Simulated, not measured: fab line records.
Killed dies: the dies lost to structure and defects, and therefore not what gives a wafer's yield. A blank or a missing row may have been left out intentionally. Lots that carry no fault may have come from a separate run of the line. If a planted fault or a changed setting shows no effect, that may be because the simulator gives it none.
Which tool is to blame? | flow n5Finfet | 19 lots with 57 wafers sampled at 6 steps, on a route of 1938 steps

## WHAT EACH GAUGE READ, for each wafer
Not one reading of a measure or inspect step in the record can be checked against a usual standard deviation.

## EACH LOT AND THE TOOL THAT RAN IT (in order: tool; ch and the chambers of the sampled wafers; start)
lot  | N5_BEOL_M4_ETCH_77                | N5_BEOL_M4_ETCHBACK_99            | N5_BEOL_M4_ETCH_41                           | N5_BEOL_M4_ANNEAL_91        | N5_BEOL_M4_CMP_52             | N5_BEOL_M5_ETCH_61
L074 | rieDiel-06 ch 1,2,3, day 7 10:32  | rieDiel-06 ch 0,1, day 7 12:53    | rieDiel-06 ch 0,1, day 7 15:57 or earlier    | pvdSputter-02, day 7 15:57  | cmp-03 ch 1,2, day 7 17:01    | rieDiel-02 ch 0,1,3, day 7 20:16
L075 | rieDiel-06 ch 1,2, day 7 23:07    | rieDiel-01 ch 0,3, day 8 00:07    | rieDiel-01 ch 0,3, day 8 03:13 or earlier    | pvdSputter-01, day 8 03:13  | cmp-03 ch 0,2, day 8 04:19    | rieDiel-02 ch 0,1,2, day 8 08:21
L076 | rieDiel-06 ch 0,1,3, day 8 18:44  | rieDiel-01 ch 1,2, day 8 19:48    | rieDiel-01 ch 1,2, day 8 22:35 or earlier    | pvdSputter-03, day 8 22:35  | cmp-04 ch 1,3, day 8 23:43    | rieDiel-03 ch 1,2,3, day 9 02:59
L077 | rieDiel-06 ch 0,1,3, day 8 21:50  | rieDiel-06 ch 0,1,3, day 9 00:29  | rieDiel-06 ch 0,1,3, day 9 03:07 or earlier  | pvdSputter-01, day 9 03:07  | cmp-04 ch 0,1,2, day 9 04:12  | rieDiel-02 ch 0,1,3, day 9 08:35
L080 | rieDiel-05 ch 0,1,3, day 8 22:10  | rieDiel-01 ch 1,2,3, day 9 00:35  | rieDiel-01 ch 1,2,3, day 9 03:41 or earlier  | pvdSputter-02, day 9 03:41  | cmp-02 ch 0,1,3, day 9 04:47  | rieDiel-02 ch 0,2,3, day 9 08:52
L078 | rieDiel-01 ch 0,2, day 8 23:09    | rieDiel-05 ch 0,1,2, day 9 07:50  | rieDiel-05 ch 0,1,2, day 9 10:44 or earlier  | pvdSputter-02, day 9 10:44  | cmp-03 ch 1,3, day 9 11:48    | rieDiel-03 ch 1,2,3, day 9 16:41
L079 | rieDiel-05 ch 0,2,3, day 9 04:38  | rieDiel-01 ch 1,2, day 9 09:22    | rieDiel-01 ch 1,2, day 9 12:50 or earlier    | pvdSputter-02, day 9 12:50  | cmp-04 ch 0,3, day 9 13:55    | rieDiel-02 ch 0,1,2, day 9 17:09
L083 | rieDiel-05 ch 0,1,2, day 9 10:07  | rieDiel-05 ch 0,1, day 9 20:23    | rieDiel-05 ch 0,1, day 10 01:12 or earlier   | pvdSputter-02, day 10 01:12 | cmp-03 ch 1,2, day 10 03:36   | rieDiel-03 ch 1,2, day 10 08:58
L082 | rieDiel-01 ch 0,3, day 9 10:16    | rieDiel-06 ch 2,3, day 10 01:03   | rieDiel-06 ch 2,3, day 10 04:51 or earlier   | pvdSputter-01, day 10 04:51 | cmp-02 ch 0,1,2, day 10 05:58 | rieDiel-02 ch 0,3, day 10 09:40
L085 | rieDiel-06 ch 0,3, day 10 10:07   | rieDiel-06 ch 0,2,3, day 10 11:33 | rieDiel-06 ch 0,2,3, day 10 14:23 or earlier | pvdSputter-01, day 10 14:23 | cmp-04 ch 2,3, day 10 15:27   | rieDiel-04 ch 1,2,3, day 10 18:51
L086 | rieDiel-05 ch 0,1,2, day 11 02:14 | rieDiel-06 ch 0,2, day 11 05:23   | rieDiel-06 ch 0,2, day 11 08:15 or earlier   | pvdSputter-03, day 11 08:15 | cmp-02 ch 2,3, day 11 09:26   | rieDiel-04 ch 1,2, day 11 14:11
L087 | rieDiel-05 ch 1,3, day 11 02:25   | rieDiel-01 ch 0,1,3, day 11 05:55 | rieDiel-01 ch 0,1,3, day 11 08:37 or earlier | pvdSputter-02, day 11 08:37 | cmp-03 ch 0,1,2, day 11 09:44 | rieDiel-02 ch 1,3, day 11 14:38
L088 | rieDiel-05 ch 0,2,3, day 11 03:41 | rieDiel-01 ch 0,3, day 11 10:05   | rieDiel-01 ch 0,3, day 11 12:44 or earlier   | pvdSputter-01, day 11 12:44 | cmp-03 ch 0,1,2, day 11 13:52 | rieDiel-04 ch 0,3, day 11 17:12
L091 | rieDiel-01 ch 0,1,3, day 11 15:44 | rieDiel-06 ch 1,2, day 11 16:15   | rieDiel-06 ch 1,2, day 11 19:16 or earlier   | pvdSputter-02, day 11 19:16 | cmp-02 ch 0,2,3, day 11 20:27 | rieDiel-02 ch 0,1, day 11 23:37
L092 | rieDiel-06 ch 0,1,3, day 12 00:36 | rieDiel-01 ch 1,2, day 12 06:41   | rieDiel-01 ch 1,2, day 12 10:43 or earlier   | pvdSputter-02, day 12 10:43 | cmp-04 ch 1,2,3, day 12 11:47 | rieDiel-04 ch 0,1,3, day 12 15:13
L093 | rieDiel-05 ch 0,1,2, day 12 17:31 | rieDiel-06 ch 0,2,3, day 12 19:22 | rieDiel-06 ch 0,2,3, day 12 22:43 or earlier | pvdSputter-02, day 12 22:43 | cmp-04 ch 0,1,2, day 12 23:47 | rieDiel-02 ch 0,1,3, day 13 03:55
L095 | rieDiel-06 ch 0,2,3, day 12 22:24 | rieDiel-05 ch 0,1,3, day 12 23:19 | rieDiel-05 ch 0,1,3, day 13 01:55 or earlier | pvdSputter-02, day 13 01:55 | cmp-04 ch 1,3, day 13 03:01   | rieDiel-03 ch 1,2,3, day 13 07:02
L096 | rieDiel-05 ch 0,1,2, day 13 10:55 | rieDiel-01 ch 1,2,3, day 13 16:37 | rieDiel-01 ch 1,2,3, day 13 19:56 or earlier | pvdSputter-02, day 13 19:56 | cmp-02 ch 1,2, day 13 21:02   | rieDiel-03 ch 0,1,3, day 14 02:47
L097 | rieDiel-05 ch 0,1,2, day 13 12:45 | rieDiel-01 ch 1,2,3, day 13 22:25 | rieDiel-01 ch 1,2,3, day 14 02:35 or earlier | pvdSputter-03, day 14 02:35 | cmp-04 ch 1,2,3, day 14 03:44 | rieDiel-02 ch 1,2,3, day 14 08:07
- N5_BEOL_M4_ETCH_77: etches underlayer in N2/H2, target depth 6.5 nm, time 5.2 s.
- N5_BEOL_M4_ETCHBACK_99: etches SiO2 in CHF3, target depth 5 nm, time 10.4 s.
- N5_BEOL_M4_ETCH_41: etches SiCN in CH3F/O2, target depth 29.9 nm, time 52.5 s.
- N5_BEOL_M4_ANNEAL_91: time 240 s.
- N5_BEOL_M4_CMP_52: polishes, stops on SiOC, t overpolish 6.8 s, target thk 40 nm.
- N5_BEOL_M5_ETCH_61: etches SiARC in CF4, target depth 15.6 nm, time 26 s.

## WHAT THE TOOLS THEMSELVES READ (means of the sampled wafers that have a number; where no wafer has one, the mark that the record gives instead)
N5_BEOL_M4_ETCH_77. Usual: value, then standard deviation, for each; drypumpMotorCurrentA 5.7 A / 0.45; etchRfOnTimeS 5.23 s / 0.12; oesProductAu 0.65 a.u. / 0.076; rfFwdPowerW 819.4 W / 2.3; rfVppV 524 V / 3.7; showerheadPlenumPTorr 2.54 Torr / 0.12; throttleValvePct 17.92 % / 0.24.
lot  | tool       | drypumpMotorCurrentA (A) | etchRfOnTimeS (s) | oesProductAu (a.u.) | rfFwdPowerW (W) | rfVppV (V) | showerheadPlenumPTorr (Torr) | throttleValvePct (%) | flag
L074 | rieDiel-06 | 5.7                      | 5.15              | 0.63                | 816.3           | 524        | 2.53                         | 17.96                | 
L075 | rieDiel-06 | 5.7                      | 5.14              | 0.61                | 821.3           | 523        | 2.48                         | 18.21                | 
L076 | rieDiel-06 | 5.8                      | 5.21              | 0.65                | 821.1           | 525        | 2.60                         | 18.00                | 
L077 | rieDiel-06 | 5.8                      | 5.26              | 0.64                | 819.0           | 525        | 2.60                         | 17.99                | 
L080 | rieDiel-05 | 5.7                      | 5.17              | 0.69                | 818.5           | 522        | 2.53                         | 18.01                | 
L078 | rieDiel-01 | 6.1                      | 5.21              | 0.61                | 821.1           | 524        | 2.60                         | 17.71                | 
L079 | rieDiel-05 | 5.3                      | 5.24              | 0.61                | 820.1           | 521        | 2.42                         | 17.99                | 
L083 | rieDiel-05 | 5.8                      | 5.18              | 0.68                | 819.1           | 521        | 2.49                         | 18.06                | 
L082 | rieDiel-01 | 5.4                      | 5.27              | 0.65                | 817.1           | 524        | 2.56                         | 17.74                | 
L085 | rieDiel-06 | 5.8                      | 5.34              | 0.65                | 822.7           | 527        | 2.63                         | 17.79                | 
L086 | rieDiel-05 | 5.8                      | 5.22              | 0.75                | 821.2           | 525        | 2.59                         | 17.92                | 
L087 | rieDiel-05 | 6.1                      | 5.16              | 0.72                | 819.8           | 525        | 2.65                         | 17.96                | 
L088 | rieDiel-05 | 5.3                      | 5.20              | 0.67                | 819.8           | 524        | 2.51                         | 17.85                | 
L091 | rieDiel-01 | 5.6                      | 5.30              | 0.61                | 819.8           | 524        | 2.53                         | 17.96                | 
L092 | rieDiel-06 | 5.8                      | 5.19              | 0.70                | 818.9           | 526        | 2.59                         | 17.87                | 
L093 | rieDiel-05 | 5.8                      | 5.16              | 0.72                | 820.1           | 524        | 2.59                         | 17.94                | 
L095 | rieDiel-06 | 5.8                      | 5.29              | 0.61                | 819.5           | 525        | 2.55                         | 17.92                | 
L096 | rieDiel-05 | 5.8                      | 5.15              | 0.71                | 821.1           | 524        | 2.59                         | 17.95                | 
L097 | rieDiel-05 | 5.8                      | 5.14              | 0.71                | 817.7           | 525        | 2.59                         | 17.96                | 

N5_BEOL_M4_ETCHBACK_99. Usual: drypumpMotorCurrentA 5.8 A, standard deviation 0.42; oesProductAu 0.77 a.u., standard deviation 0.092; rfFwdPowerW 212.6 W, standard deviation 0.99; rfVppV 240 V, standard deviation 3.6; showerheadPlenumPTorr 2.16 Torr, standard deviation 0.089; throttleValvePct 17.10 %, standard deviation 0.18.
lot  | tool       | drypumpMotorCurrentA (A) | oesProductAu (a.u.) | rfFwdPowerW (W) | rfVppV (V) | showerheadPlenumPTorr (Torr) | throttleValvePct (%) | flag
L074 | rieDiel-06 | 6.0                      | 0.74                | 211.9           | 240        | 2.21                         | 17.17                | 
L075 | rieDiel-01 | 5.4                      | 0.77                | 212.3           | 240        | 2.17                         | 16.94                | 
L076 | rieDiel-01 | 6.3                      | 0.68                | 213.5           | 240        | 2.18                         | 17.15                | 
L077 | rieDiel-06 | 5.8                      | 0.74                | 212.7           | 242        | 2.20                         | 17.23                | 
L080 | rieDiel-01 | 5.9                      | 0.70                | 212.2           | 239        | 2.15                         | 17.17                | 
L078 | rieDiel-05 | 5.8                      | 0.79                | 213.2           | 240        | 2.11                         | 17.23                | 
L079 | rieDiel-01 | 6.3                      | 0.68                | 212.8           | 238        | 2.18                         | 17.17                | 
L083 | rieDiel-05 | 6.2                      | 0.88                | 213.3           | 238        | 2.20                         | 17.22                | 
L082 | rieDiel-06 | 5.7                      | 0.75                | 213.5           | 244        | 2.17                         | 17.14                | 
L085 | rieDiel-06 | 5.8                      | 0.74                | 212.3           | 242        | 2.16                         | 17.12                | 
L086 | rieDiel-06 | 5.8                      | 0.72                | 210.6           | 239        | 2.16                         | 17.10                | 
L087 | rieDiel-01 | 5.6                      | 0.72                | 212.9           | 238        | 2.14                         | 17.14                | 
L088 | rieDiel-01 | 5.3                      | 0.72                | 212.6           | 241        | 2.14                         | 17.09                | 
L091 | rieDiel-06 | 5.6                      | 0.76                | 211.9           | 241        | 2.06                         | 17.08                | 
L092 | rieDiel-01 | 6.3                      | 0.87                | 213.3           | 239        | 2.17                         | 16.89                | 
L093 | rieDiel-06 | 5.8                      | 0.72                | 212.5           | 242        | 2.16                         | 17.15                | 
L095 | rieDiel-05 | 5.7                      | 0.77                | 213.4           | 238        | 2.13                         | 17.28                | 
L096 | rieDiel-01 | 5.9                      | 0.85                | 212.8           | 239        | 2.14                         | 16.93                | 
L097 | rieDiel-01 | 5.9                      | 0.84                | 213.3           | 238        | 2.14                         | 16.93                | 

N5_BEOL_M4_ETCH_41. Usual: drypumpMotorCurrentA 5.8 A, standard deviation 0.41; oesProductAu 0.77 a.u., standard deviation 0.092; rfFwdPowerW 391.6 W, standard deviation 1.6; rfVppV 297.4 V, standard deviation 1.9; showerheadPlenumPTorr 2.01 Torr, standard deviation 0.083; throttleValvePct 16.35 %, standard deviation 0.19.
lot  | tool       | drypumpMotorCurrentA (A) | oesProductAu (a.u.) | rfFwdPowerW (W) | rfVppV (V) | showerheadPlenumPTorr (Torr) | throttleValvePct (%) | flag
L074 | rieDiel-06 | 5.9                      | 0.75                | 390.0           | 298.8      | 2.05                         | 16.43                | 
L075 | rieDiel-01 | 5.4                      | 0.77                | 390.2           | 297.1      | 2.01                         | 16.17                | 
L076 | rieDiel-01 | 6.3                      | 0.69                | 392.7           | 297.6      | 2.03                         | 16.41                | 
L077 | rieDiel-06 | 5.8                      | 0.75                | 390.5           | 298.7      | 2.05                         | 16.48                | 
L080 | rieDiel-01 | 5.9                      | 0.69                | 392.3           | 296.3      | 2.00                         | 16.43                | 
L078 | rieDiel-05 | 5.8                      | 0.79                | 392.6           | 296.2      | 1.96                         | 16.47                | 
L079 | rieDiel-01 | 6.3                      | 0.68                | 391.7           | 297.8      | 2.02                         | 16.43                | 
L083 | rieDiel-05 | 6.2                      | 0.87                | 391.6           | 298.1      | 2.04                         | 16.44                | 
L082 | rieDiel-06 | 5.7                      | 0.75                | 392.3           | 298.5      | 2.02                         | 16.39                | 
L085 | rieDiel-06 | 5.8                      | 0.73                | 390.2           | 297.3      | 2.01                         | 16.38                | 
L086 | rieDiel-06 | 5.8                      | 0.72                | 389.3           | 298.0      | 2.01                         | 16.38                | 
L087 | rieDiel-01 | 5.6                      | 0.72                | 392.2           | 296.5      | 1.99                         | 16.38                | 
L088 | rieDiel-01 | 5.3                      | 0.73                | 393.3           | 297.2      | 1.98                         | 16.34                | 
L091 | rieDiel-06 | 5.6                      | 0.77                | 390.5           | 295.4      | 1.91                         | 16.33                | 
L092 | rieDiel-01 | 6.3                      | 0.87                | 391.7           | 297.1      | 2.02                         | 16.14                | 
L093 | rieDiel-06 | 5.8                      | 0.72                | 391.5           | 297.3      | 2.01                         | 16.43                | 
L095 | rieDiel-05 | 5.7                      | 0.76                | 391.2           | 296.4      | 1.98                         | 16.53                | 
L096 | rieDiel-01 | 5.9                      | 0.84                | 391.3           | 297.4      | 1.99                         | 16.18                | 
L097 | rieDiel-01 | 5.9                      | 0.85                | 393.4           | 297.1      | 1.99                         | 16.19                | 

N5_BEOL_M4_ANNEAL_91. Usual: heaterPowerW 793 W, standard deviation 94.
lot  | tool          | heaterPowerW (W) | flag
L074 | pvdSputter-02 | 796              | 
L075 | pvdSputter-01 | 810              | 
L076 | pvdSputter-03 | 760              | 
L077 | pvdSputter-01 | 785              | 
L080 | pvdSputter-02 | 806              | 
L078 | pvdSputter-02 | 869              | 
L079 | pvdSputter-02 | 802              | 
L083 | pvdSputter-02 | 816              | 
L082 | pvdSputter-01 | 800              | 
L085 | pvdSputter-01 | 770              | 
L086 | pvdSputter-03 | 806              | 
L087 | pvdSputter-02 | 765              | 
L088 | pvdSputter-01 | 798              | 
L091 | pvdSputter-02 | 822              | 
L092 | pvdSputter-02 | 803              | 
L093 | pvdSputter-02 | 818              | 
L095 | pvdSputter-02 | 752              | 
L096 | pvdSputter-02 | 864              | 
L097 | pvdSputter-03 | 795              | 

N5_BEOL_M4_CMP_52. Usual: barrierFieldEndpointS 24.7 s, standard deviation 0.78; clearingPlatenRpm 50.000 rpm, standard deviation 0.027; motorCurrentA 6.1 A, standard deviation 0.78; overpolishRunS 6.799 s, standard deviation 0.0087; timeToEndpointS 64 s, standard deviation 4.1.
lot  | tool   | barrierFieldEndpointS (s) | clearingPlatenRpm (rpm) | motorCurrentA (A) | overpolishRunS (s) | timeToEndpointS (s) | flag
L074 | cmp-03 | 24.3                      | 50.011                  | 6.4               | 6.796              | 61                  | 
L075 | cmp-03 | 24.2                      | 50.014                  | 6.9               | 6.799              | 59                  | 
L076 | cmp-04 | 24.6                      | 49.981                  | 6.1               | 6.803              | 66                  | 
L077 | cmp-04 | 24.8                      | 50.013                  | 6.3               | 6.794              | 65                  | 
L080 | cmp-02 | 24.1                      | 49.995                  | 6.3               | 6.800              | 63                  | 
L078 | cmp-03 | 24.5                      | 50.022                  | 6.2               | 6.802              | 61                  | 
L079 | cmp-04 | 26.0                      | 49.998                  | 5.0               | 6.795              | 72                  | 
L083 | cmp-03 | 24.3                      | 50.012                  | 6.1               | 6.800              | 59                  | 
L082 | cmp-02 | 24.8                      | 49.987                  | 6.6               | 6.797              | 61                  | 
L085 | cmp-04 | 24.8                      | 49.964                  | 6.3               | 6.804              | 65                  | 
L086 | cmp-02 | 25.2                      | 49.994                  | 6.1               | 6.808              | 65                  | 
L087 | cmp-03 | 24.1                      | 49.984                  | 6.4               | 6.799              | 59                  | 
L088 | cmp-03 | 24.1                      | 50.024                  | 6.5               | 6.798              | 60                  | 
L091 | cmp-02 | 26.0                      | 50.001                  | 6.5               | 6.796              | 67                  | 
L092 | cmp-04 | 25.9                      | 49.998                  | 6.1               | 6.800              | 66                  | 
L093 | cmp-04 | 24.8                      | 50.012                  | 6.2               | 6.796              | 67                  | 
L095 | cmp-04 | 24.4                      | 50.003                  | 5.5               | 6.797              | 64                  | 
L096 | cmp-02 | 24.8                      | 49.993                  | 6.4               | 6.792              | 61                  | 
L097 | cmp-04 | 25.2                      | 50.014                  | 6.2               | 6.797              | 67                  | 

N5_BEOL_M5_ETCH_61. Usual: value, then standard deviation, for each; drypumpMotorCurrentA 5.8 A / 0.54; etchRfOnTimeS 26.0 s / 0.6; oesProductAu 0.68 a.u. / 0.077; rfFwdPowerW 532.1 W / 2; rfVppV 184.4 V / 1.1; showerheadPlenumPTorr 2.17 Torr / 0.06; throttleValvePct 15.6 % / 0.34.
lot  | tool       | drypumpMotorCurrentA (A) | etchRfOnTimeS (s) | oesProductAu (a.u.) | rfFwdPowerW (W) | rfVppV (V) | showerheadPlenumPTorr (Torr) | throttleValvePct (%) | flag
L074 | rieDiel-02 | 5.7                      | 25.8              | 0.70                | 532.5           | 184.7      | 2.18                         | 15.5                 | 
L075 | rieDiel-02 | 5.7                      | 25.6              | 0.70                | 533.0           | 185.0      | 2.16                         | 15.4                 | 
L076 | rieDiel-03 | 5.6                      | 26.6              | 0.68                | 533.5           | 184.3      | 2.16                         | 15.6                 | 
L077 | rieDiel-02 | 5.7                      | 25.6              | 0.70                | 533.0           | 183.7      | 2.18                         | 15.5                 | 
L080 | rieDiel-02 | 6.1                      | 26.0              | 0.70                | 531.5           | 183.8      | 2.19                         | 15.5                 | 
L078 | rieDiel-03 | 5.5                      | 26.5              | 0.68                | 531.6           | 183.3      | 2.16                         | 15.6                 | 
L079 | rieDiel-02 | 5.7                      | 25.8              | 0.69                | 533.1           | 183.8      | 2.15                         | 15.4                 | 
L083 | rieDiel-03 | 5.3                      | 26.7              | 0.66                | 532.8           | 184.3      | 2.11                         | 15.8                 | 
L082 | rieDiel-02 | 5.6                      | 25.9              | 0.65                | 530.5           | 183.8      | 2.16                         | 15.8                 | 
L085 | rieDiel-04 | 5.9                      | 25.9              | 0.69                | 532.7           | 183.9      | 2.20                         | 15.5                 | 
L086 | rieDiel-04 | 6.1                      | 26.4              | 0.61                | 533.4           | 185.0      | 2.21                         | 15.6                 | 
L087 | rieDiel-02 | 6.2                      | 25.6              | 0.74                | 529.0           | 185.7      | 2.23                         | 15.4                 | 
L088 | rieDiel-04 | 5.6                      | 26.0              | 0.67                | 531.8           | 184.5      | 2.14                         | 15.7                 | 
L091 | rieDiel-02 | 5.3                      | 26.0              | 0.66                | 532.6           | 184.3      | 2.14                         | 15.5                 | 
L092 | rieDiel-04 | 5.9                      | 25.5              | 0.68                | 531.5           | 184.2      | 2.17                         | 15.5                 | 
L093 | rieDiel-02 | 5.7                      | 25.7              | 0.67                | 530.7           | 184.5      | 2.17                         | 15.6                 | 
L095 | rieDiel-03 | 5.5                      | 26.5              | 0.66                | 534.1           | 184.7      | 2.15                         | 15.7                 | 
L096 | rieDiel-03 | 5.8                      | 26.2              | 0.65                | 534.5           | 184.7      | 2.14                         | 15.7                 | 
L097 | rieDiel-02 | 6.2                      | 25.9              | 0.70                | 533.1           | 184.3      | 2.19                         | 15.3                 | 

## THE ANSWER, worked out from the rows above alone
Rule: a lot counts as off when the mean over its wafers that have a number is more than 3 standard deviations away from the usual mean. Also off: a lot with no number at a reading for which 4 or more lots have one. The other lots that the step has rows for count as sound. The gauges are gone through in route order, then the tools' own readings, and for those a lot's mean is taken as printed above. The first step at which some lot is off is used, and at that step the reading that is off furthest; a lot without a number counts as furthest.
No lot is off at any reading shown: from this, nothing can be told.

## WHAT THE SIMULATOR HAD INSERTED
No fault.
